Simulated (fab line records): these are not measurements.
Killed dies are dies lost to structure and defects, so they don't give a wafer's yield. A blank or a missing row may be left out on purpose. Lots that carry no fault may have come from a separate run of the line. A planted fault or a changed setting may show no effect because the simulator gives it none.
The tool behind it: which one? | flow nandHarc | 6 lots, 18 wafers sampled, at 4 steps of a route of 1159

WHAT THE GAUGES READ, wafer by wafer
NHARC_END_SORT_01.
lot  | measured     | on        | killedDies
L132 | day 19 19:57 | prober-02 | 27 31 24
L135 | day 20 23:23 | prober-01 | 39 32 42
L137 | day 21 06:08 | prober-01 | 44 45 36
L140 | day 22 18:03 | prober-01 | 677 677 677
L151 | day 24 00:30 | prober-01 | 31 31 32
L150 | day 24 08:54 | prober-02 | 36 38 42

WHICH TOOL RAN EACH LOT (tool, then ch and the chambers of the sampled wafers, then the start)
lot  | NHARC_A_CONTACT_ETCH_124           | NHARC_A_CONTACT_ETCH_126           | NHARC_A_CONTACT_ETCH_132
L132 | harCapEtch-01 ch 0,1, day 17 03:05 | harCapEtch-01 ch 0,1, day 17 03:25 | harCapEtch-01 ch 0,1, day 17 04:16
L135 | harCapEtch-03 ch 0,1, day 18 01:41 | harCapEtch-03 ch 0,1, day 18 02:01 | harCapEtch-03 ch 0,1, day 18 02:52
L137 | harCapEtch-01 ch 0,1, day 18 21:42 | harCapEtch-01 ch 0,1, day 18 22:03 | harCapEtch-01 ch 0,1, day 18 22:54
L140 | harCapEtch-02 ch 0,1, day 19 22:45 | harCapEtch-02 ch 0,1, day 19 23:12 | harCapEtch-02 ch 0,1, day 20 00:20
L151 | harCapEtch-02 ch 0,1, day 21 15:25 | harCapEtch-02 ch 0,1, day 21 15:44 | harCapEtch-02 ch 0,1, day 21 16:35
L150 | harCapEtch-01 ch 0,1, day 22 00:40 | harCapEtch-01 ch 0,1, day 22 01:01 | harCapEtch-01 ch 0,1, day 22 01:52
- NHARC_A_CONTACT_ETCH_124: etches the open film in C4F8/O2/Ar, time 140 s, target depth 700 nm.
- NHARC_A_CONTACT_ETCH_126: etches the open film in C4F8/O2/Ar, time 155 s, target depth 956 nm.
- NHARC_A_CONTACT_ETCH_132: etches the open film in C4F8/O2/Ar, time 156 s, target depth 958 nm.

THE ANSWER, worked out from the rows above alone
Rule: the usual values come from the lots themselves. The widest of any qualifying gaps counts: lots, ordered by their means at a reading, are off when they make up no more than a third of the lots, leave a main group of 4 or more, and stand apart from it by 3 or more times the standard deviation of that group's means. A main group whose means are all the same, to the digits that the tables above print for the reading, isn't used. Also off: a lot with no number at a reading for which 4 or more lots have one. Where the step has rows for the other lots, those lots are counted as sound.
Off: L140 (NHARC_END_SORT_01, killedDies). The main group: mean 35, standard deviation 5.2.
A tool fits if, at a process step before that reading, it ran every lot that is off, and no sound lot after the first of them. Gauges at NHARC_END_SORT_01: tried the same way as those tools. None of those tried fits.

WHAT THE SIMULATOR HAD INSERTED
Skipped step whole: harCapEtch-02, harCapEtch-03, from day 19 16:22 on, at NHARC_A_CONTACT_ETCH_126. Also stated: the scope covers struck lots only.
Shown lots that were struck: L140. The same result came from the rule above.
